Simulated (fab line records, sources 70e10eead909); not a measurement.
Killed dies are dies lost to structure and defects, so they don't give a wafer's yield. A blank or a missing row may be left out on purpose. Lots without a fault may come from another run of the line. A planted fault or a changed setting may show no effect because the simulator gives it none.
fab line records | flow nand_harc | part 2 of 2: steps 4 to 6 of 6
record lots=23 wafers=69 last_day=25
route steps=1159 shown A_CHANNEL_FILL_D1@509 A_STAIRCASE@519
lots that met no fault: from a run of the same line without faults
start_h: hours from the record's first day to the start of the lot's first wafer shown | wait_h: hours since the lot's step before | " the same as in the row above | L1.1+2: a row that stands for several wafers | - no value, or no start given | * or withheld: withheld | < > ~ a bound
route shown NAME@n: a module of which the file shows steps, and the number in the route of the first | usual: mean/standard deviation of fault-free wafers | same: alike in all rows | chamber/n: place in a boat | sites: the reading at each site | _std_site: their standard deviation | _edge_site: outer sites' mean less inner sites' | radius_mm: how far each site lies from the wafer's centre | mask NAME#n: copy n | behind: the tool/chamber that last shaped the wafer | hold: why the lot was held/for how many hours/how that ended | device: the transistor (n, p or np) that didn't switch | end of line: the same wafers' tests at the end of the route | a step without rows: its recipe alone | killed: dies lost to structure and defects at the first sort, not the wafer's yield | map: a wafer's dies, x killed, . not, _ none there
set.NAME: the setting as run; set.NAME@STEP: as run at that earlier step | model.NAME: the simulator's own value behind a step, which no gauge read
steps of the route over a sample of lots; a table a step, a row a wafer
services: from which hour (start_h, from the record's first day; less than 0 if before it) a tool's chamber was out of use, for how many hours, and why
## steps
# step NHARC_A_STAIRCASE_TRIM_193
# recipe time_s=211.2 o2_flow_sccm=500 ar_flow_sccm=0 bias_w=0 chemistry=O2
# usual drypump_motor_current_A=5.7/0.45 o2_flow_sccm=500.0/1.5 oes_product_au=1.004/0.014 rf_vpp_V=57.7/0.94 showerhead_plenum_p_Torr=3.53/0.17 throttle_valve_pct=17.035/0.0092
# columns lot.wafer tool chamber start_h wait_h drypump_motor_current_A o2_flow_sccm oes_product_au rf_hours_counter_h rf_vpp_V showerhead_plenum_p_Torr throttle_valve_pct
L075.2 rie_diel-11 1 - - 5.2 500.0 0.979 18 57.7 3.33 17.041
L075.5 " 3 " " 5.9 498.5 1.007 - 59.2 3.50 17.023
L075.4 " 1 " " 5.2 501.3 0.976 - 57.2 3.33 17.044
L074.2 rie_diel-13 1 - - 5.6 499.5 0.983 57 56.7 3.44 17.037
L074.4 " 2 " " 5.4 500.6 1.011 55 55.6 3.69 17.018
L074.5 " 0 " " 5.2 500.0 1.040 - 56.7 3.28 17.039
L077.4 rie_diel-13 2 - - 5.5 498.8 1.015 60 59.0 3.69 17.032
L077.1 " 1 " " 5.6 499.9 0.991 63 58.3 3.44 17.045
L077.6 " 2 " " 5.5 498.1 1.010 - 59.2 3.69 17.022
L076.1 rie_diel-13 0 - - 5.3 498.8 1.048 63 55.6 3.27 17.043
L076.2 " 1 " " 5.5 499.4 0.986 65 57.1 3.44 17.036
L076.5 " 3 " " 5.0 498.9 1.011 - 56.8 3.34 17.047
L078.1 rie_diel-10 1 - - 6.3 500.5 1.012 39 56.5 3.27 17.040
L078.3 " 3 " " 6.0 498.3 1.002 39 58.4 3.62 17.043
L078.5 " 2 " " 5.6 501.5 1.013 - 56.3 3.43 17.032
L079.4 rie_diel-10 1 - - 6.3 500.3 1.006 41 57.5 3.27 17.037
L079.6 " 3 " " 6.0 498.8 1.001 - 57.8 3.62 17.035
L079.5 " 0 " " 6.3 502.6 0.997 - 57.4 3.73 17.041
L080.3 rie_diel-10 0 - - 6.3 502.3 0.999 9 58.2 3.73 17.052
L080.4 " 2 " " 5.6 500.3 1.006 39 57.2 3.42 17.050
L080.5 " 0 " " 6.3 500.2 0.993 - 57.8 3.73 17.030
L082.2 rie_diel-11 1 - - 5.2 499.0 0.976 39 57.8 3.32 17.033
L082.3 " 3 " " 5.9 499.5 1.011 37 56.1 3.49 17.018
L082.5 " 0 " " 6.1 496.7 1.001 - 58.1 3.56 17.040
L083.2 rie_diel-10 2 - - 5.6 497.9 0.995 45 58.1 3.42 17.041
L083.1 " 3 " " 6.0 501.8 0.991 47 57.0 3.61 17.063
L083.3 " 0 " " 6.3 500.6 0.996 15 57.2 3.73 17.047
L081.3 rie_diel-13 2 - - 5.4 501.0 1.001 1 57.8 3.68 17.028
L081.2 " 3 " " 4.9 501.8 1.009 1 57.1 3.34 17.031
L081.5 " 0 " " 5.3 503.8 1.030 - 58.9 3.81 17.054
L085.2 rie_diel-11 3 - - 5.9 503.3 1.004 41 57.9 3.48 17.037
L085.1 " 0 " " 6.0 501.9 0.993 42 57.0 3.56 17.022
L085.6 " 1 " " 5.2 498.1 0.979 - 56.0 3.32 17.040
L084.3 rie_diel-13 1 - - 5.6 501.1 0.982 5 56.7 3.43 17.037
L084.1 " 2 " " 5.4 501.5 1.001 6 57.9 3.68 17.038
L084.2 " 0 " " 5.3 500.8 1.028 5 59.0 3.80 17.043
L088.1 rie_diel-13 1 - - 5.6 500.3 0.982 10 57.8 3.43 17.042
L088.4 " 2 " " 5.4 496.9 0.990 12 56.6 3.68 17.036
L088.2 " 0 " " 5.3 502.4 1.029 11 59.6 3.80 17.028
L086.3 rie_diel-10 0 - - 6.3 502.0 1.012 27 58.5 3.72 17.029
L086.1 " 1 " " 6.3 499.5 1.003 60 56.6 3.26 17.051
L086.6 " 0 " " 6.2 500.9 1.011 - 57.0 3.72 17.018
L087.4 rie_diel-11 1 - - 5.2 499.9 0.981 51 58.6 3.32 17.043
L087.3 " 3 " " 5.9 501.6 1.002 49 58.6 3.48 17.029
L087.5 " 1 " " 5.2 500.4 0.979 - 57.2 3.32 17.029
L090.3 rie_diel-10 3 - - 6.1 497.8 0.997 65 58.9 3.60 17.045
L090.2 " 0 " " 6.2 498.4 1.002 29 58.7 3.72 17.039
L090.4 " 1 " " 6.3 499.2 0.995 63 57.5 3.26 17.038
L092.3 rie_diel-10 1 - - 6.3 496.3 1.004 64 57.8 3.81 17.042
L092.1 " 0 " " 6.3 501.2 0.990 33 57.5 3.71 17.043
L092.5 " 1 " " 6.3 497.9 1.000 - 58.0 3.81 17.029
L091.1 rie_diel-13 3 - - 5.0 500.1 1.014 22 57.4 3.32 17.048
L091.2 " 1 " " 5.6 499.6 0.978 23 57.6 3.43 17.045
L091.6 " 3 " " 4.9 499.1 1.022 - 57.7 3.32 17.014
L093.3 rie_diel-13 0 - - 5.2 499.5 1.016 27 58.3 3.79 17.045
L093.6 " 1 " " 5.6 498.3 0.996 - 57.1 3.42 17.033
L093.5 " 2 " " 5.5 500.5 0.988 - 56.7 3.67 17.024
L094.2 rie_diel-10 3 - - 6.0 498.8 1.028 3 56.1 3.60 17.031
L094.4 " 1 " " 6.3 499.4 1.005 3 58.9 3.80 17.036
L094.3 " 2 " " 5.6 499.7 1.017 2 58.6 3.41 17.036
L095.4 rie_diel-13 0 - - 5.3 501.7 1.018 37 58.5 3.79 17.036
L095.2 " 2 " " 5.5 500.8 0.997 38 57.7 3.66 17.030
L095.5 " 0 " " 5.3 501.7 1.016 - 57.6 3.79 17.041
L096.3 rie_diel-13 0 - - 5.2 498.2 1.029 37 59.8 3.79 17.027
L096.4 " 1 " " 5.6 499.3 1.007 39 56.7 3.42 17.039
L096.1 " 3 " " 4.9 500.5 1.020 36 58.2 3.32 17.045
L097.4 rie_diel-10 3 - - 6.0 501.6 1.019 8 58.5 3.60 17.047
L097.3 " 1 " " 6.3 497.1 0.986 12 57.9 3.80 17.034
L097.6 " 2 " " 5.6 500.6 1.022 - 56.9 3.40 17.038
# step NHARC_A_STAIRCASE_ETCH_197
# recipe target_depth_a=1000 time_s=40.5 ion_energy_ev=400 c4f8_flow_sccm=20 o2_flow_sccm=10 ar_flow_sccm=withheld rf_w=600 bias_w=1000 chemistry=C4F8/O2
# usual oes_product_au=0.951/0.018 rf_vpp_V=896/5.8
# columns lot.wafer tool chamber start_h wait_h oes_product_au rf_hours_counter_h rf_vpp_V
L075.2 rie_diel-10 1 - - 0.932 27 886
L075.4 " 3 " " 0.918 - 898
L075.5 " 2 " " 0.944 - 893
L074.2 rie_diel-11 1 - - 0.918 20 888
L074.4 " 3 " " 0.949 - 896
L074.5 " 0 " " 0.947 - 898
L077.1 rie_diel-10 1 - - 0.933 35 886
L077.6 " 3 " " 0.947 - 900
L077.4 " 2 " " 0.946 - 893
L076.1 rie_diel-11 0 - - 0.952 28 897
L076.2 " 1 " " 0.945 28 889
L076.5 " 3 " " 0.938 - 895
L078.1 rie_diel-10 3 - - 0.950 39 899
L078.3 " 1 " " 0.954 39 886
L078.5 " 2 " " 0.955 - 892
L079.4 rie_diel-13 1 - - 0.940 69 892
L079.6 " 0 " " 0.989 - 886
L079.5 " 1 " " 0.937 - 894
L080.4 rie_diel-11 2 - - 0.975 6 898
L080.3 " 0 " " 0.961 31 898
L080.5 " 2 " " 0.975 - 899
L082.2 rie_diel-10 3 - - 0.934 47 899
L082.3 " 0 " " 0.938 15 902
L082.5 " 2 " " 0.943 - 893
L083.1 rie_diel-11 3 - - 0.972 37 896
L083.2 " 0 " " 0.949 39 897
L083.3 " 1 " " 0.933 39 888
L081.3 rie_diel-13 0 - - 0.994 2 905
L081.2 " 1 " " 0.957 2 893
L081.5 " 3 " " 0.967 - 890
L085.2 rie_diel-11 1 - - 0.940 43 889
L085.1 " 2 " " 0.952 17 898
L085.6 " 3 " " 0.951 - 896
L084.2 rie_diel-10 3 - - 0.963 53 900
L084.1 " 0 " " 0.970 19 904
L084.3 " 1 " " 0.977 53 887
L088.4 rie_diel-11 1 - - 0.963 50 888
L088.1 " 2 " " 0.968 23 897
L088.2 " 3 " " 0.966 47 894
L086.1 rie_diel-13 1 - - 0.952 12 892
L086.3 " 3 " " 1.000 13 889
L086.6 " 1 " " 0.954 - 892
L087.4 rie_diel-11 2 - - 0.947 25 898
L087.3 " 1 " " 0.929 52 889
L087.5 " 2 " " 0.943 - 898
L090.4 rie_diel-10 1 - - 0.959 63 885
L090.3 " 2 " " 0.955 62 891
L090.2 " 0 " " 0.952 29 903
L092.3 rie_diel-10 0 - - 0.940 33 904
L092.1 " 1 " " 0.946 64 907
L092.5 " 0 " " 0.935 - 902
L091.1 rie_diel-13 2 - - 0.936 22 899
L091.2 " 3 " " 0.969 22 887
L091.6 " 1 " " 0.938 - 893
L093.3 rie_diel-11 0 - - 0.965 61 896
L093.6 " 1 " " 0.948 - 888
L093.5 " 2 " " 0.973 - 897
L094.3 rie_diel-10 0 - - 0.949 3 902
L094.2 " 1 " " 0.938 3 906
L094.4 " 2 " " 0.953 - 892
L095.2 rie_diel-11 2 - - 0.963 3 898
L095.4 " 1 " " 0.986 2 889
L095.5 " 2 " " 0.957 - 898
L096.3 rie_diel-13 1 - - 0.945 40 893
L096.4 " 2 " " 0.917 39 901
L096.1 " 3 " " 0.957 36 888
L097.3 rie_diel-10 2 - - 0.953 12 891
L097.4 " 0 " " 0.947 13 903
L097.6 " 3 " " 0.962 - 901
# step NHARC_A_STAIRCASE_STRIP_205
# recipe power_w=1500 temp_c=250 chemistry=O2
# usual drypump_motor_current_A=5.7/0.33 heater_power_w=324/25
# columns lot.wafer tool chamber start_h wait_h drypump_motor_current_A heater_power_w rf_hours_counter_h
L075.2 plasma_asher-02 0 239.41 0.1 5.3 340 16
L075.4 " 1 " " 6.1 316 -
L075.5 " 0 " " 5.3 347 -
L074.2 plasma_asher-02 1 241.08 0.1 6.1 320 17
L074.4 " 1 " " 6.1 310 -
L074.5 " 0 " " 5.3 337 -
L077.1 plasma_asher-01 0 255.54 0.4 5.5 293 50
L077.4 " 0 " " 5.5 302 -
L077.6 " 1 " " 5.7 358 -
L076.2 plasma_asher-02 0 260.11 0.1 5.3 340 21
L076.1 " 1 " " 6.1 310 21
L076.5 " 1 " " 6.1 315 -
L078.1 plasma_asher-02 1 264.96 0.2 6.1 314 23
L078.3 " 1 " " 6.1 309 -
L078.5 " 0 " " 5.3 340 -
L079.4 plasma_asher-02 1 274.44 0.2 6.1 318 -
L079.5 " 1 " " 6.1 316 -
L079.6 " 0 " " 5.3 339 -
L080.4 plasma_asher-02 1 275.52 0.2 6.1 321 -
L080.3 " 0 " " 5.3 337 -
L080.5 " 0 " " 5.3 350 -
L082.2 plasma_asher-02 1 287.86 0.1 6.1 316 36
L082.3 " 0 " " 5.3 336 -
L082.5 " 0 " " 5.3 341 -
L083.1 plasma_asher-01 1 288.16 0.1 5.7 365 1
L083.2 " 0 " " 5.5 282 1
L083.3 " 0 " " 5.5 284 -
L081.2 plasma_asher-02 1 291.16 0.1 6.1 316 38
L081.3 " 1 " " 6.1 320 -
L081.5 " 1 " " 6.1 316 -
L085.2 plasma_asher-02 1 297.00 0.1 6.1 317 41
L085.1 " 0 " " 5.3 334 41
L085.6 " 1 " " 6.1 319 -
L084.1 plasma_asher-02 0 300.91 0.1 5.3 343 41
L084.2 " 1 " " 6.1 321 41
L084.3 " 0 " " 5.3 339 -
L088.2 plasma_asher-01 1 319.39 0.1 5.7 355 9
L088.1 " 0 " " 5.5 282 9
L088.4 " 1 " " 5.8 348 -
L086.1 plasma_asher-01 0 322.23 0.1 5.5 277 10
L086.3 " 0 " " 5.5 277 -
L086.6 " 1 " " 5.7 350 -
L087.4 plasma_asher-02 1 325.87 0.2 6.1 316 -
L087.3 " 0 " " 5.3 343 -
L087.5 " 1 " " 6.1 314 -
L090.2 plasma_asher-02 0 332.48 0.1 5.3 344 51
L090.4 " 0 " " 5.3 336 -
L090.3 " 1 " " 6.1 323 -
L092.1 plasma_asher-01 1 346.71 0.1 5.7 367 19
L092.3 " 0 " " 5.5 285 -
L092.5 " 0 " " 5.5 277 -
L091.1 plasma_asher-02 0 348.24 0.1 5.3 341 57
L091.2 " 1 " " 6.1 312 57
L091.6 " 1 " " 6.1 319 -
L093.3 plasma_asher-01 0 353.29 0.2 5.5 277 -
L093.6 " 0 " " 5.5 285 -
L093.5 " 1 " " 5.7 368 -
L094.2 plasma_asher-01 1 375.53 0.1 5.7 349 30
L094.3 " 1 " " 5.7 349 -
L094.4 " 0 " " 5.5 282 -
L095.2 plasma_asher-01 1 382.80 0.1 5.7 352 33
L095.4 " 0 " " 5.5 277 -
L095.5 " 0 " " 5.5 283 -
L096.1 plasma_asher-02 1 383.33 0.1 6.1 321 5
L096.3 " 1 " " 6.1 319 -
L096.4 " 0 " " 5.3 342 -
L097.4 plasma_asher-02 0 394.86 0.2 5.3 339 -
L097.3 " 1 " " 6.1 308 -
L097.6 " 1 " " 6.1 308 -
## services
# columns tool chamber start_h hours kind
rie_diel-11 2 202.52 54.4 repair
rie_diel-07 2 204.77 2.1 repair
rie_diel-10 2 206.85 1.4 repair
rie_diel-13 3 214.06 10.1 repair
rie_diel-06 0 223.46 7.6 repair
rie_diel-07 - 228.20 9.0 pm
rie_diel-11 - 237.80 0.4 repair
rie_diel-06 - 241.20 9.0 pm
rie_diel-07 3 256.00 18.3 repair
plasma_asher-01 - 276.27 9.0 pm
rie_diel-07 0 276.53 24.4 repair
pecvd-04 1 290.46 14.5 repair
pecvd-03 - 292.30 13.0 pm
pecvd-02 - 334.19 13.0 pm
rie_diel-06 0 335.51 3.5 repair
rie_diel-07 0 337.43 3.2 repair
rie_diel-06 1 339.23 1.5 repair
plasma_asher-02 - 342.55 0.5 repair
rie_diel-10 2 344.04 9.2 repair
rie_diel-10 - 353.50 9.0 pm
plasma_asher-02 - 360.00 9.0 pm
rie_diel-11 - 366.65 9.0 pm
rie_diel-10 3 373.61 6.9 repair
pecvd-04 - 376.00 13.0 pm
